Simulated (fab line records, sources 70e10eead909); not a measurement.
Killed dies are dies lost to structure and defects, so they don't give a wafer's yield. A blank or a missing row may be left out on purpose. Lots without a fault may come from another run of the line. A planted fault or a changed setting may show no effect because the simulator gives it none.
fab line records | flow nand_harc | part 1 of 2: steps 1 to 4 of 6
record lots=22 wafers=66 last_day=24
route steps=1159 shown A_CHANNEL_HOLE_D1@463 A_STAIRCASE@580
lots that met no fault: from a run of the same line without faults
start_h: hours from the record's first day to the start of the lot's first wafer shown | wait_h: hours since the lot's step before | " the same as in the row above | L1.1+2: a row that stands for several wafers | - no value, or no start given | * or withheld: withheld | < > ~ a bound
route shown NAME@n: a module of which the file shows steps, and the number in the route of the first | usual: mean/standard deviation of fault-free wafers | same: alike in all rows | chamber/n: place in a boat | sites: the reading at each site | _std_site: their standard deviation | _edge_site: outer sites' mean less inner sites' | radius_mm: how far each site lies from the wafer's centre | mask NAME#n: copy n | behind: the tool/chamber that last shaped the wafer | hold: why the lot was held/for how many hours/how that ended | device: the transistor (n, p or np) that didn't switch | end of line: the same wafers' tests at the end of the route | a step without rows: its recipe alone | killed: dies lost to structure and defects at the first sort, not the wafer's yield | map: a wafer's dies, x killed, . not, _ none there
set.NAME: the setting as run; set.NAME@STEP: as run at that earlier step | model.NAME: the simulator's own value behind a step, which no gauge read
steps of the route over a sample of lots; a table a step, a row a wafer
services: from which hour (start_h, from the record's first day; less than 0 if before it) a tool's chamber was out of use, for how many hours, and why
## steps
# step NHARC_A_CHANNEL_HOLE_D1_OVL_MEAS_11
# usual overlay_x_nm=0.2/0.71 overlay_y_nm=0.2/0.83
# columns lot.wafer tool chamber start_h wait_h overlay_x_nm overlay_y_nm
L074.1 overlay-02 - 175.39 - 1.6 1.3
L074.2 " - " " 1.3 1.3
L074.3 " - " " 1.3 1.6
L075.2 overlay-02 - 184.54 - 0.4 0.6
L075.3 " - " " -0.1 0.4
L075.5 " - " " 0.6 1.0
L077.2 overlay-01 - 184.71 - -0.3 0.3
L077.3 " - " " -0.1 -0.6
L077.5 " - " " -0.6 0.4
L079.2 overlay-02 - 201.08 - -0.5 -1.4
L079.5 " - " " -0.4 -0.6
L079.6 " - " " -0.1 -1.7
L080.1 overlay-02 - 201.71 - -0.1 0.8
L080.2 " - " " 0.1 0.8
L080.4 " - " " 0.8 0.2
L078.2 overlay-02 - 202.86 - 0.1 -0.2
L078.4 " - " " 0.4 -0.2
L078.5 " - " " 0.1 -0.6
L081.3 overlay-01 - 209.79 - -0.5 1.5
L081.5 " - " " -0.8 1.5
L081.6 " - " " -0.4 1.8
L082.1 overlay-02 - 220.30 - 0.3 -0.3
L082.4 " - " " 0.0 -1.1
L082.5 " - " " 0.1 -0.2
L083.1 overlay-01 - 227.64 - 1.7 0.7
L083.5 " - " " 1.8 0.0
L083.6 " - " " 2.2 0.0
L084.4 overlay-02 - 240.73 - 0.6 -1.4
L084.5 " - " " -0.1 -1.3
L084.6 " - " " 0.5 -1.1
L087.3 overlay-02 - 248.66 - 0.8 -0.2
L087.5 " - " " 0.5 0.7
L087.6 " - " " 0.9 0.2
L086.1 overlay-01 - 248.80 - -0.4 -0.2
L086.2 " - " " -0.5 -0.3
L086.3 " - " " 0.1 0.1
L089.2 overlay-02 - 267.58 - -0.2 0.2
L089.3 " - " " 0.5 0.4
L089.5 " - " " 0.9 0.3
L088.3 overlay-01 - 267.80 - 0.2 0.7
L088.5 " - " " 0.4 0.4
L088.6 " - " " 0.1 0.3
L093.1 overlay-02 - 277.79 - 1.5 -1.0
L093.3 " - " " 1.7 -1.3
L093.6 " - " " 1.2 -0.5
L091.1 overlay-02 - 277.94 - -0.4 -0.6
L091.3 " - " " -0.3 -0.5
L091.4 " - " " 0.0 -0.5
L092.1 overlay-02 - 279.05 - 0.7 0.4
L092.2 " - " " 0.7 0.2
L092.4 " - " " 0.6 0.2
L090.1 overlay-02 - 279.69 - 0.8 -0.2
L090.4 " - " " 1.1 -0.7
L090.5 " - " " 0.1 0.3
L094.2 overlay-01 - 290.80 - -1.0 0.8
L094.3 " - " " -1.2 0.5
L094.4 " - " " -0.9 0.2
L095.3 overlay-02 - 307.87 - 0.2 -0.8
L095.5 " - " " -0.5 -0.1
L095.6 " - " " -0.5 -1.0
L096.1 overlay-02 - 307.87 - -0.6 -0.5
L096.5 " - " " -0.7 -0.3
L096.6 " - " " -0.4 0.1
L097.1 overlay-02 - 309.08 - -0.3 1.7
L097.2 " - " " 0.1 1.7
L097.3 " - " " -0.5 1.5
# step NHARC_A_CHANNEL_HOLE_D1_ETCH_38
# recipe target_depth_a=390 over_etch_frac=0.3 time_s=65 ion_energy_ev=80 cf4_flow_sccm=150 ar_flow_sccm=0 rf_w=300 bias_w=100 chemistry=CF4
# usual drypump_motor_current_A=5.6/0.44 mfc_ar_sccm=0.004/0.007 oes_product_au=0.998/0.0098 rf_vpp_V=151.5/1.1 showerhead_plenum_p_Torr=1.79/0.069 throttle_valve_pct=13.283/0.0084
# columns lot.wafer tool chamber start_h wait_h drypump_motor_current_A mfc_ar_sccm oes_product_au rf_hours_counter_h rf_vpp_V showerhead_plenum_p_Torr throttle_valve_pct
L074.1 rie_diel-09 1 175.57 0.1 5.2 0 0.993 5 152.4 1.89 13.268
L074.2 " 2 " " 5.7 0 1.017 5 149.3 1.73 13.285
L074.3 " 3 " " 5.5 0.013 0.992 3 152.7 1.85 13.277
L075.3 rie_diel-08 3 184.72 0.1 5.4 0 1.004 4 151.5 1.77 13.275
L075.2 " 1 " " 6.1 0 1.003 4 151.2 1.68 13.298
L075.5 " 3 " " 5.4 0 0.999 - 152.2 1.77 13.274
L077.3 rie_diel-05 0 184.90 0.1 6.0 0 0.989 1 153.1 1.83 13.287
L077.2 " 1 " " 6.4 0 0.996 1 151.5 1.81 13.293
L077.5 " 0 " " 6.0 0 0.997 - 153.1 1.83 13.282
L079.2 rie_diel-08 3 201.27 0.1 5.4 0 0.994 5 150.7 1.77 13.293
L079.5 " 1 " " 6.2 0 0.997 - 149.8 1.68 13.303
L079.6 " 2 " " 5.5 0.011 1.003 - 152.1 1.71 13.303
L080.1 rie_diel-05 0 201.89 0.1 6.0 0 1.000 3 152.2 1.83 13.306
L080.2 " 1 " " 6.4 0 0.992 2 151.5 1.81 13.280
L080.4 " 3 " " 5.2 0 0.999 3 152.7 1.84 13.278
L078.2 rie_diel-09 0 203.06 0.1 5.7 0.002 1.011 7 149.9 1.69 13.284
L078.4 " 3 " " 5.4 0.013 0.989 - 151.0 1.85 13.272
L078.5 " 0 " " 5.7 0.002 1.017 - 150.7 1.69 13.288
L081.3 rie_diel-08 0 209.99 0.1 5.6 0 0.995 6 151.1 1.68 13.288
L081.5 " 2 " " 5.5 0.011 0.996 - 152.3 1.71 13.275
L081.6 " 3 " " 5.4 0 1.001 - 150.4 1.77 13.277
L082.1 rie_diel-09 1 220.52 0.1 5.2 0 0.975 8 152.7 1.89 13.276
L082.4 " 2 " " 5.7 0 1.009 - 150.2 1.73 13.275
L082.5 " 3 " " 5.4 0.013 0.982 - 151.5 1.85 13.278
L083.1 rie_diel-08 0 227.86 0.1 5.6 0 0.986 8 149.5 1.68 13.280
L083.6 " 1 " " 6.1 0 1.001 - 150.6 1.68 13.276
L083.5 " 2 " " 5.5 0.011 0.994 - 149.8 1.71 13.283
L084.4 rie_diel-05 3 240.93 0.1 5.2 0 0.995 5 152.2 1.84 13.279
L084.5 " 0 " " 6.0 0 0.997 - 151.7 1.83 13.284
L084.6 " 1 " " 6.4 0 1.000 - 150.3 1.81 13.284
L087.3 rie_diel-09 3 248.86 0.1 5.5 0.013 0.990 8 151.8 1.85 13.270
L087.5 " 1 " " 5.2 0 0.996 - 153.7 1.89 13.285
L087.6 " 2 " " 5.7 0 1.017 - 151.9 1.73 13.276
L086.3 rie_diel-05 0 248.99 0.1 6.1 0 0.996 6 152.0 1.83 13.269
L086.1 " 1 " " 6.4 0 0.996 6 152.2 1.81 13.275
L086.2 " 2 " " 5.0 0.021 1.009 6 150.2 1.73 13.284
L089.2 rie_diel-05 1 267.77 0.1 6.4 0 0.992 7 151.1 1.80 13.269
L089.3 " 3 " " 5.2 0 0.996 8 151.2 1.84 13.286
L089.5 " 1 " " 6.4 0 0.992 - 151.9 1.80 13.301
L088.3 rie_diel-09 3 268.00 0.1 5.4 0.013 0.987 0 152.4 1.85 13.269
L088.5 " 3 " " 5.4 0.013 0.983 - 153.4 1.85 13.288
L088.6 " 2 " " 5.8 0 1.015 - 151.6 1.73 13.269
L093.3 rie_diel-05 0 277.97 0.1 6.0 0 1.005 9 152.6 1.83 13.277
L093.1 " 2 " " 5.0 0.021 0.995 8 150.2 1.73 13.279
L093.6 " 0 " " 6.0 0 1.009 - 152.6 1.83 13.277
L091.1 rie_diel-08 0 278.12 0.1 5.6 0 0.998 10 149.2 1.68 13.281
L091.3 " 2 " " 5.5 0.011 1.010 10 150.0 1.71 13.287
L091.4 " 3 " " 5.4 0 0.983 10 152.4 1.77 13.285
L092.1 rie_diel-09 3 279.25 0.1 5.5 0.013 0.991 1 152.1 1.85 13.291
L092.2 " 1 " " 5.2 0 1.000 1 153.3 1.89 13.257
L092.4 " 1 " " 5.2 0 0.990 - 153.8 1.89 13.277
L090.4 rie_diel-05 2 279.89 0.1 5.0 0.021 0.985 9 150.2 1.73 13.281
L090.1 " 3 " " 5.2 0 0.996 9 152.5 1.84 13.275
L090.5 " 1 " " 6.4 0 0.987 - 150.9 1.81 13.282
L094.3 rie_diel-09 3 291.00 0.1 5.4 0.013 0.989 3 152.5 1.85 13.289
L094.2 " 2 " " 5.7 0 1.020 3 150.2 1.73 13.293
L094.4 " 3 " " 5.4 0.013 0.997 - 151.8 1.85 13.289
L095.3 rie_diel-09 1 308.06 0.1 5.2 0 0.983 4 153.1 1.89 13.283
L095.6 " 1 " " 5.2 0 0.992 - 153.3 1.89 13.282
L095.5 " 2 " " 5.7 0 1.014 - 150.7 1.73 13.289
L096.1 rie_diel-05 0 308.08 0.1 6.0 0 0.996 11 152.6 1.83 13.288
L096.5 " 2 " " 5.0 0.021 0.987 - 151.1 1.73 13.270
L096.6 " 3 " " 5.2 0 0.980 - 152.1 1.84 13.290
L097.2 rie_diel-05 1 309.27 0.1 6.4 0 1.000 11 151.1 1.80 13.287
L097.1 " 3 " " 5.2 0 0.988 12 152.2 1.84 13.294
L097.3 " 0 " " 6.0 0 1.005 12 150.8 1.83 13.284
# step NHARC_A_CHANNEL_HOLE_D1_ETCH_26
# recipe bias_v=300 source_w=2000 pressure_mtorr=30 time_s=224.1 ar_flow_sccm=375 c4f8_flow_sccm=11.4 o2_flow_sccm=113.6 temp_c=-20 target_depth_a=3000 chemistry=C4F8/O2/Ar
# usual drypump_motor_current_A=6.0/0.47 he_backside_leak_sccm=5.7/0.7 mfc_ar_sccm=374.9/1 showerhead_plenum_p_Torr=3.80/0.077 throttle_valve_pct=24.585/0.0096
# columns lot.wafer tool chamber start_h wait_h drypump_motor_current_A he_backside_leak_sccm mfc_ar_sccm rf_hours_counter_h showerhead_plenum_p_Torr throttle_valve_pct
L074.2 har_etch-02 0 180.44 0.7 6.1 5.5 375.7 104 3.70 24.567
L074.1 " 1 " " 6.5 5.5 375.9 104 3.86 24.599
L074.3 " 0 " " 6.1 5.3 375.8 - 3.70 24.594
L075.2 har_etch-01 1 189.73 0.7 5.3 5.2 373.3 195 3.88 24.578
L075.3 " 1 " " 5.2 5.3 372.3 - 3.88 24.588
L075.5 " 0 " " 5.7 5.4 376.5 - 3.88 24.600
L077.2 har_etch-02 0 191.84 0.6 6.1 5.2 373.5 112 3.70 24.586
L077.3 " 1 " " 6.5 5.6 377.2 - 3.85 24.574
L077.5 " 1 " " 6.5 5.5 375.8 - 3.85 24.591
L079.2 har_etch-01 1 206.14 0.7 5.2 5.7 373.8 202 3.87 24.576
L079.5 " 1 " " 5.2 6.0 374.6 - 3.87 24.577
L079.6 " 0 " " 5.7 5.9 374.4 - 3.87 24.603
L080.1 har_etch-02 0 206.74 0.7 6.1 5.3 376.1 118 3.70 24.582
L080.2 " 1 " " 6.5 6.0 375.8 118 3.85 24.605
L080.4 " 0 " " 6.1 5.4 376.8 - 3.70 24.591
L078.2 har_etch-01 0 210.31 0.7 5.7 5.9 375.0 206 3.87 24.594
L078.4 " 0 " " 5.6 5.8 374.4 - 3.87 24.596
L078.5 " 0 " " 5.7 5.5 375.1 - 3.87 24.577
L081.3 har_etch-01 0 214.93 0.5 5.7 6.0 373.7 - 3.87 24.584
L081.6 " 0 " " 5.7 5.8 374.8 - 3.87 24.575
L081.5 " 1 " " 5.3 5.7 375.6 - 3.87 24.593
L082.1 har_etch-01 1 225.61 0.6 5.2 5.9 376.6 215 3.86 24.587
L082.4 " 0 " " 5.7 6.1 373.9 - 3.86 24.580
L082.5 " 1 " " 5.2 5.6 375.1 - 3.86 24.587
L083.1 har_etch-02 0 232.72 0.7 6.1 5.4 374.6 126 3.69 24.571
L083.5 " 0 " " 6.1 5.3 375.4 - 3.69 24.580
L083.6 " 1 " " 6.5 5.5 374.4 - 3.85 24.583
L084.4 har_etch-01 0 245.85 0.5 5.7 5.8 376.7 - 3.86 24.586
L084.5 " 0 " " 5.7 6.0 375.1 - 3.86 24.591
L084.6 " 1 " " 5.2 5.5 374.6 - 3.86 24.569
L086.2 har_etch-01 0 253.84 0.7 5.7 6.0 374.5 226 3.86 24.578
L086.1 " 1 " " 5.2 5.6 376.0 226 3.86 24.578
L086.3 " 0 " " 5.7 5.4 374.0 - 3.86 24.580
L087.3 har_etch-02 0 254.01 0.5 6.1 5.3 374.3 - 3.69 24.593
L087.5 " 0 " " 6.1 5.5 373.7 - 3.69 24.583
L087.6 " 1 " " 6.5 5.7 375.9 - 3.84 24.564
L089.2 har_etch-02 1 272.63 0.7 6.5 6.2 378.7 142 3.84 24.581
L089.3 " 1 " " 6.5 6.1 377.9 - 3.84 24.586
L089.5 " 1 " " 6.5 6.0 376.0 - 3.84 24.586
L088.3 har_etch-01 0 273.13 0.5 5.7 5.7 375.2 - 3.85 24.578
L088.5 " 0 " " 5.7 6.0 374.0 - 3.85 24.604
L088.6 " 1 " " 5.2 6.1 375.4 - 3.85 24.607
L093.1 har_etch-02 1 282.89 0.6 6.5 5.8 375.1 146 3.83 24.583
L093.3 " 1 " " 6.5 10.1 376.6 - 3.83 24.583
L093.6 " 0 " " 6.1 5.4 373.7 - 3.68 24.587
L091.1 har_etch-01 1 282.98 0.7 5.2 5.7 375.2 238 3.85 24.596
L091.4 " 1 " " 5.3 5.5 373.1 - 3.85 24.590
L091.3 " 0 " " 5.7 5.9 375.3 - 3.85 24.565
L092.2 har_etch-02 0 287.03 0.7 6.1 5.4 374.8 150 3.68 24.581
L092.1 " 1 " " 6.5 6.0 377.7 150 3.83 24.591
L092.4 " 0 " " 6.1 5.5 375.9 - 3.68 24.583
L090.1 har_etch-01 1 287.19 0.6 5.2 5.7 374.0 242 3.85 24.597
L090.4 " 0 " " 5.7 6.4 373.6 - 3.85 24.579
L090.5 " 1 " " 5.3 5.7 375.1 - 3.85 24.583
L094.2 har_etch-02 1 296.08 0.6 6.5 5.6 374.9 155 3.83 24.588
L094.3 " 0 " " 6.1 5.3 374.3 - 3.68 24.590
L094.4 " 1 " " 6.5 5.5 375.2 - 3.83 24.573
L096.1 har_etch-02 1 312.94 0.7 6.5 5.4 374.2 161 3.83 24.566
L096.6 " 1 " " 6.5 5.5 376.5 - 3.83 24.584
L096.5 " 0 " " 6.1 5.3 375.0 - 3.67 24.580
L095.3 har_etch-02 1 317.18 0.5 6.5 5.5 375.5 - 3.82 24.608
L095.5 " 1 " " 6.5 5.4 374.0 - 3.82 24.604
L095.6 " 0 " " 6.1 5.6 374.6 - 3.67 24.583
L097.1 har_etch-02 1 321.26 0.7 6.5 5.8 374.4 169 3.82 24.584
L097.2 " 0 " " 6.1 5.4 376.4 169 3.67 24.576
L097.3 " 1 " " 6.5 5.8 373.0 - 3.82 24.584
# step NHARC_A_STAIRCASE_DESCUM_186
# recipe time_s=3 o2_flow_sccm=200 ar_flow_sccm=0 bias_power_w=0 chemistry=O2
# usual drypump_motor_current_A=5.8/0.62 mfc_ar_sccm=0.002/0.004 oes_product_au=1.002/0.013 rf_vpp_V=57.9/0.77 showerhead_plenum_p_Torr=1.92/0.062 throttle_valve_pct=11.311/0.0094
# columns lot.wafer tool chamber start_h wait_h drypump_motor_current_A mfc_ar_sccm oes_product_au rf_hours_counter_h rf_vpp_V showerhead_plenum_p_Torr throttle_valve_pct
L074.2 rie_diel-03 1 240.48 - 4.9 0 1.001 8 58.2 1.98 11.320
L074.3 " 2 " " 5.6 0.012 0.997 7 58.5 2.02 11.290
L074.1 " 0 " " 5.6 0.008 1.013 7 58.1 2.00 11.302
L075.2 rie_diel-07 3 246.90 - 5.1 0.004 0.992 4 58.2 1.93 11.319
L075.3 " 0 " " 5.3 0 1.011 5 58.0 1.97 11.301
L075.5 " 3 " " 5.1 0.004 0.985 - 58.6 1.93 11.302
L077.3 rie_diel-03 3 252.51 - 6.7 0 0.998 11 57.7 1.90 11.308
L077.2 " 0 " " 5.6 0.008 1.020 13 57.5 2.00 11.312
L077.5 " 1 " " 4.9 0 1.002 - 58.8 1.97 11.309
L080.4 rie_diel-03 3 267.26 - 6.8 0 0.999 16 57.5 1.89 11.307
L080.2 " 0 " " 5.6 0.008 1.001 18 58.4 2.00 11.311
L080.1 " 1 " " 4.9 0 0.990 20 58.2 1.97 11.313
L079.2 rie_diel-11 0 267.44 - 6.1 0 0.981 25 57.1 1.88 11.308
L079.6 " 3 " " 5.4 0 1.007 - 58.6 1.84 11.317
L079.5 " 0 " " 6.1 0 0.984 - 58.2 1.88 11.294
L078.2 rie_diel-11 3 269.33 - 5.4 0 0.996 26 58.1 1.84 11.320
L078.4 " 1 " " 6.4 0 1.014 26 56.9 1.97 11.328
L078.5 " 2 " " 5.6 0 1.010 - 57.8 1.80 11.305
L081.3 rie_diel-03 3 271.80 - 6.7 0 1.004 18 57.2 1.89 11.306
L081.5 " 1 " " 4.9 0 0.997 - 58.0 1.97 11.319
L081.6 " 2 " " 5.6 0.012 0.998 - 58.9 2.02 11.324
L082.4 rie_diel-07 1 284.98 - 6.6 0 1.012 21 57.4 1.90 11.306
L082.1 " 2 " " 6.2 0 0.999 19 57.9 1.87 11.299
L082.5 " 0 " " 5.3 0 1.023 - 58.1 1.96 11.304
L083.1 rie_diel-03 3 290.06 - 6.8 0 1.010 24 57.7 1.89 11.334
L083.6 " 3 " " 6.7 0 1.015 - 57.2 1.89 11.319
L083.5 " 0 " " 5.6 0.008 0.998 - 58.1 2.00 11.311
L084.4 rie_diel-07 1 305.66 - 6.6 0 1.010 26 57.8 1.90 11.304
L084.6 " 0 " " 5.3 0 1.016 - 58.4 1.96 11.312
L084.5 " 1 " " 6.7 0 1.013 - 57.7 1.90 11.309
L086.1 rie_diel-11 3 315.78 - 5.4 0 0.980 44 57.5 1.84 11.327
L086.2 " 0 " " 6.1 0 0.977 44 57.1 1.88 11.310
L086.3 " 2 " " 5.6 0 1.012 41 57.8 1.80 11.317
L087.3 rie_diel-07 3 316.31 - 5.1 0.004 0.975 30 58.2 1.92 11.311
L087.5 " 1 " " 6.6 0 1.015 - 58.5 1.90 11.320
L087.6 " 2 " " 6.1 0 1.005 - 56.4 1.87 11.299
L089.3 rie_diel-11 0 335.15 - 6.1 0 0.986 52 58.0 1.87 11.339
L089.2 " 2 " " 5.6 0 1.022 47 57.5 1.80 11.304
L089.5 " 0 " " 6.1 0 0.998 - 57.1 1.87 11.297
L088.3 rie_diel-03 2 335.55 - 5.7 0.012 0.998 31 59.0 2.02 11.312
L088.5 " 3 " " 6.7 0 1.006 - 56.7 1.88 11.303
L088.6 " 0 " " 5.6 0.008 1.015 - 58.5 1.99 11.311
L091.3 rie_diel-07 1 341.69 - 6.7 0 1.020 40 58.1 1.90 11.316
L091.1 " 2 " " 6.2 0 1.003 38 57.5 1.86 11.314
L091.4 " 3 " " 5.1 0.004 0.986 37 58.7 1.92 11.314
L093.1 rie_diel-03 3 342.13 - 6.8 0 1.010 48 57.9 1.88 11.311
L093.3 " 1 " " 4.9 0 0.994 43 57.6 1.96 11.325
L093.6 " 3 " " 6.8 0 1.014 - 57.3 1.88 11.322
L092.2 rie_diel-11 0 346.66 - 6.1 0 0.970 56 56.3 1.87 11.315
L092.4 " 1 " " 6.4 0 1.006 51 57.4 1.96 11.310
L092.1 " 2 " " 5.6 0 1.007 51 59.1 1.79 11.305
L090.4 rie_diel-11 1 346.86 - 6.4 0 1.003 51 58.3 1.96 11.311
L090.1 " 3 " " 5.3 0 0.992 56 59.0 1.83 11.310
L090.5 " 2 " " 5.6 0 1.007 - 57.5 1.79 11.309
L094.2 rie_diel-07 1 356.93 - 6.7 0 1.023 46 58.1 1.89 11.307
L094.3 " 2 " " 6.2 0 1.000 44 58.5 1.86 11.311
L094.4 " 3 " " 5.1 0.004 0.989 42 58.5 1.92 11.318
L095.3 rie_diel-03 0 375.07 - 5.6 0.008 1.005 52 57.2 1.99 11.311
L095.6 " 0 " " 5.6 0.008 1.001 - 58.4 1.99 11.312
L095.5 " 1 " " 4.9 0 0.997 - 58.2 1.96 11.325
L096.1 rie_diel-03 2 375.12 - 5.6 0.012 1.001 45 58.4 2.01 11.318
L096.5 " 2 " " 5.6 0.012 0.993 - 58.4 2.01 11.314
L096.6 " 3 " " 6.7 0 1.019 - 56.4 1.88 11.314
L097.1 rie_diel-07 2 381.51 - 6.1 0 1.012 52 57.0 1.86 11.319
L097.3 " 0 " " 5.3 0 1.019 52 57.5 1.95 11.310
L097.2 " 1 " " 6.7 0 1.014 53 58.6 1.89 11.315
